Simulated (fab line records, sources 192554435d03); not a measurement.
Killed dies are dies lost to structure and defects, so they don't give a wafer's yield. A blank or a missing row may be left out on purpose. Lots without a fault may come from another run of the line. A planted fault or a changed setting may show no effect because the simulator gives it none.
fab line records | flow n5_finfet | part 2 of 2: steps 5 to 6 of 6
record lots=21 wafers=63 last_day=18
route steps=1938 shown HKMG_FIN@437 GATE_CUT@477
lots that met no fault: from a run of the same line without faults
start_h: hours from the record's first day to the start of the lot's first wafer shown | wait_h: hours since the lot's step before | " the same as in the row above | L1.1+2: a row that stands for several wafers | - no value, or no start given | * or withheld: withheld | < > ~ a bound
route shown NAME@n: a module of which the file shows steps, and the number in the route of the first | usual: mean/standard deviation of fault-free wafers | same: alike in all rows | chamber/n: place in a boat | sites: the reading at each site | _std_site: their standard deviation | _edge_site: outer sites' mean less inner sites' | radius_mm: how far each site lies from the wafer's centre | mask NAME#n: copy n | behind: the tool/chamber that last shaped the wafer | hold: why the lot was held/for how many hours/how that ended | device: the transistor (n, p or np) that didn't switch | end of line: the same wafers' tests at the end of the route | a step without rows: its recipe alone | killed: dies lost to structure and defects at the first sort, not the wafer's yield | map: a wafer's dies, x killed, . not, _ none there
set.NAME: the setting as run; set.NAME@STEP: as run at that earlier step | model.NAME: the simulator's own value behind a step, which no gauge read
steps of the route over a sample of lots; a table a step, a row a wafer
services: from which hour (start_h, from the record's first day; less than 0 if before it) a tool's chamber was out of use, for how many hours, and why
## steps
# step N5_GATE_CUT_HM_DEP_46
# recipe material=SiO2 target_thk_a=1300 temp_c=400 precursor=TEOS/O2 pressure_torr=6.5 rf_w=900 teos_flow_sccm=161.4 gas=O2 flow_sccm=2650 time_s=26.6
# usual heater_power_w=564/86 showerhead_plenum_p_Torr=8.35/0.048 throttle_valve_pct=18.7/0.96
# columns lot.wafer tool chamber start_h wait_h heater_power_w showerhead_plenum_p_Torr since_wet_clean_h throttle_valve_pct
L074.1 pecvd-04 2 90.62 0.0 705 8.33 403 18.1
L074.4 " 2 " " 690 8.33 - 18.0
L074.5 " 1 " " 662 8.41 - 20.0
L075.4 pecvd-02 1 96.07 0.1 482 8.31 - 17.9
L075.5 " 2 " " 604 8.33 - 18.8
L075.6 " 0 " " 574 8.28 - 18.0
L076.2 pecvd-02 2 99.83 0.0 589 8.33 2072 19.0
L076.3 " 0 " " 586 8.29 622 17.9
L076.4 " 0 " " 592 8.32 - 18.0
L077.1 pecvd-02 2 102.01 0.0 604 8.31 2075 18.9
L077.2 " 1 " " 460 8.30 1350 18.0
L077.4 " 2 " " 449 8.32 - 18.8
L078.1 pecvd-02 0 108.88 0.0 597 8.28 632 18.2
L078.4 " 2 " " 469 8.31 - 19.0
L078.6 " 0 " " 631 8.29 - 18.2
L080.3 pecvd-02 2 120.26 0.1 568 8.33 - 18.9
L080.4 " 0 " " 621 8.30 - 18.0
L080.5 " 2 " " 541 8.31 - 18.9
L082.3 pecvd-02 1 131.68 0.0 451 8.32 1379 18.3
L082.4 " 1 " " 452 8.30 - 18.4
L082.5 " 2 " " 569 8.33 - 18.8
L083.2 pecvd-04 1 135.51 0.0 736 8.43 1927 19.7
L083.5 " 0 " " 488 8.37 - 18.4
L083.6 " 2 " " 573 8.37 - 18.2
L084.2 pecvd-04 1 141.88 0.0 580 8.43 1933 20.0
L084.3 " 2 " " 615 8.32 454 17.9
L084.6 " 0 " " 547 8.31 - 18.3
L085.2 pecvd-02 2 151.31 0.0 509 8.32 2124 19.0
L085.5 " 0 " " 605 8.34 - 18.1
L085.6 " 1 " " 429 8.30 - 18.0
L086.1 pecvd-02 2 156.53 0.0 550 8.31 2129 19.1
L086.3 " 1 " " 480 8.30 1404 18.5
L086.5 " 0 " " 522 8.31 - 18.0
L088.1 pecvd-02 0 168.48 0.0 538 8.31 691 18.2
L088.3 " 1 " " 357 8.29 1416 18.3
L088.4 " 0 " " 545 8.28 - 18.2
L089.1 pecvd-04 0 176.31 0.0 477 8.35 1243 18.4
L089.4 " 1 " " 580 8.45 - 19.8
L089.5 " 0 " " 492 8.35 - 18.5
L090.2 pecvd-01 0 178.80 0.0 472 8.34 1064 18.6
L090.3 " 1 " " 556 8.38 1789 21.4
L090.5 " 2 " " 500 8.43 - 17.5
L091.2 pecvd-01 1 186.90 0.0 680 8.40 1797 21.3
L091.3 " 2 " " 541 8.44 318 17.3
L091.6 " 1 " " 662 8.38 - 21.2
L092.1 pecvd-04 1 193.40 0.0 705 8.41 1985 19.8
L092.2 " 2 " " 676 8.34 506 18.3
L092.3 " 0 " " 531 8.35 1260 18.1
L093.3 pecvd-04 2 199.06 0.0 664 8.35 511 18.2
L093.4 " 2 " " 683 8.33 - 18.0
L093.6 " 1 " " 697 8.41 - 20.0
L094.1 pecvd-01 0 203.92 0.0 495 8.35 1089 18.4
L094.5 " 2 " " 579 8.45 - 17.5
L094.6 " 1 " " 655 8.39 - 21.4
L095.2 pecvd-04 2 209.32 0.0 683 8.35 522 18.4
L095.3 " 1 " " 733 8.41 2001 19.9
L095.4 " 1 " " 706 8.41 - 20.0
L096.2 pecvd-04 0 216.26 0.0 542 8.32 1283 18.3
L096.4 " 2 " " 678 8.33 - 18.4
L096.6 " 0 " " 543 8.35 - 18.2
L097.3 pecvd-02 0 223.14 0.0 570 8.29 746 18.5
L097.5 " 0 " " 574 8.28 - 18.1
L097.6 " 2 " " 484 8.32 - 18.9
# step N5_GATE_CUT_HM_OPEN_40
# recipe chemistry=C4F6/O2 target=SiO2 mask_material=SiARC target_depth_a=1390 time_s=85.1 ion_energy_ev=250 pressure_mtorr=30 source_w=345 bias_w=185 Ar_flow_sccm=300 C4F6_flow_sccm=10 O2_flow_sccm=10 ends=cleared
# usual bias_w=185.0/0.52 drypump_motor_current_A=5.8/0.61 etch_rf_on_time_s=93.7/1.9 mfc_ar_sccm=300.2/1 oes_product_au=0.73/0.091 rf_vpp_V=671/15 showerhead_plenum_p_Torr=2.84/0.077 throttle_valve_pct=21.0/0.3
# columns lot.wafer tool chamber start_h wait_h bias_w drypump_motor_current_A etch_rf_on_time_s mfc_ar_sccm oes_product_au rf_hours_counter_h rf_vpp_V showerhead_plenum_p_Torr throttle_valve_pct
L074.1 rie_diel-04 3 91.24 0.0 184.4 6.7 93.4 301.8 0.68 157 678 2.73 21.2
L074.4 " 2 " " 185.5 5.7 98.0 298.4 0.61 248 700 2.95 21.5
L074.5 " 0 " " 185.2 5.7 94.3 300.5 0.62 - 665 2.93 21.5
L075.4 rie_diel-01 1 96.80 0.0 185.0 5.2 94.8 300.8 0.66 179 649 2.80 21.1
L075.5 " 3 " " 184.5 6.4 93.9 298.9 0.83 - 674 2.82 20.9
L075.6 " 0 " " 185.3 4.7 94.2 301.8 0.85 - 656 2.90 20.7
L076.2 rie_diel-01 0 100.45 0.0 185.8 4.8 93.2 300.1 0.86 17 655 2.90 20.7
L076.3 " 3 " " 185.5 6.4 92.6 299.8 0.83 29 675 2.82 20.9
L076.4 " 1 " " 185.2 5.2 94.3 299.1 0.66 180 647 2.80 21.1
L077.1 rie_diel-03 0 102.76 0.0 184.7 5.0 91.5 301.5 0.81 42 673 2.88 20.4
L077.2 " 2 " " 185.6 5.5 94.7 302.4 0.64 198 681 2.73 21.2
L077.4 " 0 " " 185.2 5.0 93.3 301.5 0.81 - 672 2.88 20.4
L078.1 rie_diel-01 0 109.63 0.0 185.0 4.7 94.9 300.7 0.85 20 655 2.90 20.7
L078.4 " 1 " " 184.4 5.2 96.8 299.1 0.65 - 648 2.80 21.1
L078.6 " 0 " " 185.5 4.8 95.7 300.0 0.85 - 655 2.90 20.7
L080.3 rie_diel-03 1 121.28 0.0 184.4 5.3 92.0 300.2 0.70 156 676 2.87 20.9
L080.4 " 3 " " 185.0 6.2 96.5 301.1 0.66 182 686 2.97 21.0
L080.5 " 3 " " 184.9 6.2 97.3 299.8 0.66 - 686 2.97 21.0
L082.3 rie_diel-01 3 132.43 0.0 185.2 6.4 93.2 299.2 0.81 42 673 2.81 20.9
L082.4 " 2 " " 185.8 6.1 94.9 300.1 0.92 0 663 2.78 20.4
L082.5 " 3 " " 185.5 6.4 93.9 300.5 0.81 - 674 2.81 20.9
L083.2 rie_diel-04 2 136.34 0.0 185.1 5.7 94.1 301.7 0.82 6 701 2.95 21.2
L083.5 " 2 " " 184.5 5.7 96.3 302.3 0.83 - 700 2.95 21.2
L083.6 " 3 " " 185.0 6.6 95.5 301.9 0.67 - 677 2.72 21.2
L084.2 rie_diel-03 1 142.51 0.0 184.9 5.3 88.7 299.9 0.70 159 677 2.87 20.9
L084.3 " 3 " " 185.6 6.2 94.9 298.4 0.66 191 687 2.96 21.0
L084.6 " 2 " " 185.7 5.5 95.6 300.0 0.63 - 682 2.72 21.2
L085.2 rie_diel-01 1 152.13 0.0 185.8 5.2 93.6 299.8 0.65 199 648 2.79 21.1
L085.5 " 2 " " 185.8 6.1 92.4 298.3 0.89 - 661 2.77 20.4
L085.6 " 3 " " 185.0 6.4 93.7 299.7 0.80 - 673 2.81 20.9
L086.1 rie_diel-04 2 157.16 0.0 185.6 5.7 92.7 300.2 0.82 14 701 2.94 21.2
L086.3 " 3 " " 184.4 6.6 94.8 299.9 0.66 181 678 2.72 21.2
L086.5 " 1 " " 184.7 6.5 95.4 298.8 0.71 - 682 2.89 21.1
L088.1 rie_diel-01 1 169.46 0.0 184.6 5.2 93.8 299.7 0.64 205 648 2.79 21.1
L088.3 " 0 " " 185.0 4.8 91.9 301.1 0.81 41 655 2.89 20.8
L088.4 " 2 " " 184.9 6.1 91.6 298.8 0.88 12 660 2.77 20.4
L089.1 rie_diel-03 3 177.09 0.0 184.4 6.3 93.8 300.1 0.65 201 686 2.96 21.0
L089.4 " 2 " " 184.5 5.5 96.3 300.7 0.62 223 681 2.72 21.2
L089.5 " 2 " " 183.9 5.5 94.5 299.8 0.63 - 682 2.72 21.2
L090.2 rie_diel-03 2 179.54 0.0 184.4 5.5 94.5 299.8 0.62 224 682 2.72 21.2
L090.3 " 3 " " 185.6 6.3 94.4 300.2 0.64 203 687 2.96 21.0
L090.5 " 0 " " 184.5 5.0 93.4 300.7 0.77 - 671 2.87 20.4
L091.2 rie_diel-04 1 187.53 0.0 184.2 6.5 93.5 301.4 0.71 108 684 2.89 21.1
L091.3 " 2 " " 185.3 5.7 94.4 300.6 0.78 23 701 2.94 21.2
L091.6 " 0 " " 185.5 5.7 96.9 300.2 0.60 - 664 2.91 21.5
L092.1 rie_diel-01 0 194.04 0.0 185.1 4.8 91.2 300.8 0.80 48 655 2.89 20.8
L092.2 " 2 " " 185.2 6.1 89.1 300.7 0.86 19 661 2.77 20.4
L092.3 " 1 " " 185.4 5.2 91.2 300.3 0.64 213 647 2.79 21.1
L093.3 rie_diel-01 2 199.73 0.0 184.8 6.1 90.2 299.2 0.86 21 661 2.77 20.4
L093.4 " 1 " " 185.2 5.2 94.0 303.1 0.65 215 648 2.79 21.1
L093.6 " 0 " " 185.8 4.8 93.5 299.5 0.80 - 655 2.89 20.8
L094.1 rie_diel-04 3 204.61 0.0 184.9 6.6 95.2 299.6 0.65 195 679 2.71 21.2
L094.5 " 1 " " 184.8 6.5 96.9 299.3 0.70 - 681 2.89 21.1
L094.6 " 3 " " 185.3 6.6 94.1 298.8 0.65 - 677 2.71 21.3
L095.2 rie_diel-01 2 210.07 0.0 185.3 6.1 89.9 299.6 0.85 25 662 2.76 20.4
L095.3 " 3 " " 186.2 6.4 93.1 301.3 0.78 65 674 2.80 20.9
L095.4 " 0 " " 183.8 4.8 92.8 300.9 0.80 53 654 2.88 20.8
L096.2 rie_diel-01 2 216.88 0.0 183.2 6.1 90.7 300.4 0.84 28 662 2.76 20.4
L096.4 " 3 " " 185.3 6.4 94.5 299.9 0.78 68 675 2.80 20.9
L096.6 " 1 " " 184.8 5.2 94.1 299.5 0.64 - 648 2.79 21.2
L097.3 rie_diel-04 3 223.89 0.0 185.5 6.6 93.4 301.3 0.65 202 678 2.71 21.3
L097.5 " 3 " " 185.6 6.6 97.9 300.9 0.64 - 676 2.71 21.3
L097.6 " 0 " " 185.0 5.7 91.7 300.4 0.88 - 664 2.91 21.2
## services
# columns tool chamber start_h hours kind
rie_diel-01 - 61.20 4.3 pm
rie_diel-03 - 63.79 0.7 repair
rie_diel-03 0 86.86 11.8 repair
plasma_asher-02 - 88.29 2.8 pm
rie_diel-06 2 89.66 4.8 repair
rie_metal-01 1 113.05 5.0 repair
rie_diel-04 1 129.49 9.0 repair
rie_diel-04 0 130.52 10.4 repair
cmp-03 - 135.41 4.0 pm
rie_diel-04 1 139.52 4.0 repair
rie_metal-03 1 155.59 6.4 repair
pecvd-04 2 157.25 1.7 repair
rie_diel-05 1 162.15 36.3 repair
rie_metal-03 - 162.97 8.4 repair
rie_metal-02 1 183.12 1.1 repair
pecvd-02 - 184.99 27.0 repair
plasma_asher-01 - 191.35 14.6 pm
rie_metal-02 - 191.37 2.8 pm
rie_metal-01 - 197.46 0.1 repair
rie_diel-06 2 197.89 1.5 repair
cmp-01 - 204.30 4.0 pm
rie_diel-06 0 220.63 6.6 repair
rie_diel-04 1 221.30 13.8 repair
cmp-01 - 223.18 1.3 repair
